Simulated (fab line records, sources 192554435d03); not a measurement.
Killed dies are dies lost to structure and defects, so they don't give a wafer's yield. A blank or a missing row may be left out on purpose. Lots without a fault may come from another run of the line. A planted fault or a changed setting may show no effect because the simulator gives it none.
Split-lot experiment | flow n5_finfet | 7 lots, 21 wafers read, on a route of 1938 steps

THE SPLIT
At N5_FIN_SAQP_SPACER1_ALD_24 (deposits SiO2, target thk 20.3 nm, pulse time 1 s, purge time 2 s), the setting ald_cycles was moved away from the recipe's 218 on 9 of the 21 wafers read, by -16.5% to +12.8%. The other wafers ran this setting at the recipe's value.

FROM THE SPLIT TO THE READING: what the file shows between them, 2 steps
- N5_FIN_SAQP_SPACER1_ETCHBACK_25: etches SiO2 in CHF3/O2, target depth 24.4 nm, time 12.2 s
- N5_FIN_SAQP_MANDREL1_REMOVE_56: chemistry HBr/Cl2/O2, target a-Si, stops on SiNx, bt time 10 s

THE READING
cd_nm, in nm, at N5_FIN_SAQP_CD_MEAS_27 (target cd 20 nm). Fault-free wafers of this fab line usually give 20.33 nm, standard deviation 0.23 nm.

wafer  | tool, chamber at the split | ald_cycles as run | against the recipe | cd_nm, nm | against lot-mates on the recipe
L076.2 | ald_sin-03, 0,1,3          | 218               | recipe             | 20.70     | -
L076.3 | ald_sin-03, 0,1,3          | 218               | recipe             | 20.30     | -
L076.6 | ald_sin-03, 0,1,3          | 218               | recipe             | 20.49     | -
L077.2 | ald_sin-03, 2,0            | 189               | -13.3%             | 17.73     | -2.65
L077.5 | ald_sin-03, 1              | 218               | recipe             | 20.38     | -
L077.6 | ald_sin-03, 2,0            | 189               | -13.3%             | 17.50     | -2.88
L084.2 | ald_sin-03, 0,1            | 218               | recipe             | 20.36     | -
L084.4 | ald_sin-03, 0,1            | 218               | recipe             | 20.25     | -
L084.6 | ald_sin-03, 3              | 218               | recipe             | 20.74     | -
L086.1 | ald_sin-04, 3              | 218               | recipe             | 20.34     | -
L086.3 | ald_sin-04, 2              | 241               | +10.6%             | 22.19     | +1.90
L086.5 | ald_sin-04, 2              | 218               | recipe             | 20.24     | -
L087.1 | ald_sin-02, 3              | 183               | -16.1%             | 16.53     | -3.92
L087.2 | ald_sin-02, 2              | 183               | -16.1%             | 17.26     | -3.19
L087.5 | ald_sin-02, 0              | 218               | recipe             | 20.45     | -
L094.1 | ald_sin-03, 0              | 182               | -16.5%             | 16.90     | -3.58
L094.5 | ald_sin-03, 2              | 218               | recipe             | 20.48     | -
L094.6 | ald_sin-03, 1              | 182               | -16.5%             | 17.41     | -3.07
L096.3 | ald_sin-04, 3              | 246               | +12.8%             | 23.59     | +3.37
L096.4 | ald_sin-04, 2              | 218               | recipe             | 20.22     | -
L096.6 | ald_sin-04, 2              | 246               | +12.8%             | 23.21     | +2.99
Where a row lists several chambers, the file gives one row for several wafers and doesn't say which wafer went through which chamber.

THE FIT
A straight line over all 21 wafers: cd_nm changes by +0.211 nm for each +1% of ald_cycles; r = +0.99; the points scatter about the line by 0.26 nm.
The same after taking each lot's own level away (the mean of its wafers on the recipe; 21 wafers): +0.217 nm for each +1%; r = +0.99; scatter 0.26 nm.
On that fit, the largest move of ald_cycles shifts the reading by 3.6 nm.
The lots' own levels span 20.220 to 20.497 nm, that is 1.2 times the standard deviation above.
So the lot-to-lot level changes the slope little: the two slopes agree.
Check: with one of the wafers moved furthest among these (-16.5%) left out of the fit, the line predicts -3.52 nm for it against its lot-mates. It came out at -3.58 nm against them.

OTHER SPLITS ON THESE WAFERS
These wafers also went through other splits before the reading. Each is held against what the fit with the lots' levels taken away leaves over:
other split on the same wafers            | wafers away from the commonest value | r with cd_nm (lot level and that fit taken away)
N5_ZERO_LAYER_COAT_05 spin_rpm            | 4                                    | +0.02
N5_ZERO_LAYER_DEVELOP_10 develop_time_s   | 10                                   | -0.20
N5_PMOS_HMC_CHANNEL_EPI_EXPOSE_06 dose_mj | 8                                    | +0.15
N5_PMOS_HMC_CHANNEL_EPI_ETCH_32 bias_w    | 8                                    | +0.25

THE WHOLE CHAIN: every reading that the file lists as answering this split, in the file's order
step                           | what it does                                                      | reading                                                                                 | change (the file's fit)               | r (the file's)
N5_FIN_SAQP_SPACER1_ALD_24     | deposits SiO2, target thk 20.3 nm, pulse time 1 s, purge time 2 s | SiO2_of_FIN_SAQP_SPACER1_ALD_24.thk_nm (the simulator's own value, which no gauge read) | +0.206 nm for each +1% of the setting | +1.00
N5_FIN_SAQP_MANDREL1_REMOVE_56 | chemistry HBr/Cl2/O2, target a-Si, stops on SiNx, bt time 10 s    | FIN_SAQP.cd_nm (the simulator's own value, which no gauge read)                         | +0.203 nm for each +1% of the setting | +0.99
N5_FIN_SAQP_CD_MEAS_27         | target cd 20 nm                                                   | cd_nm                                                                                   | +0.213 nm for each +1% of the setting | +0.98

THE FILE'S OWN FIT
cd_nm changes by +0.213 nm for each +1% of ald_cycles, r = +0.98.
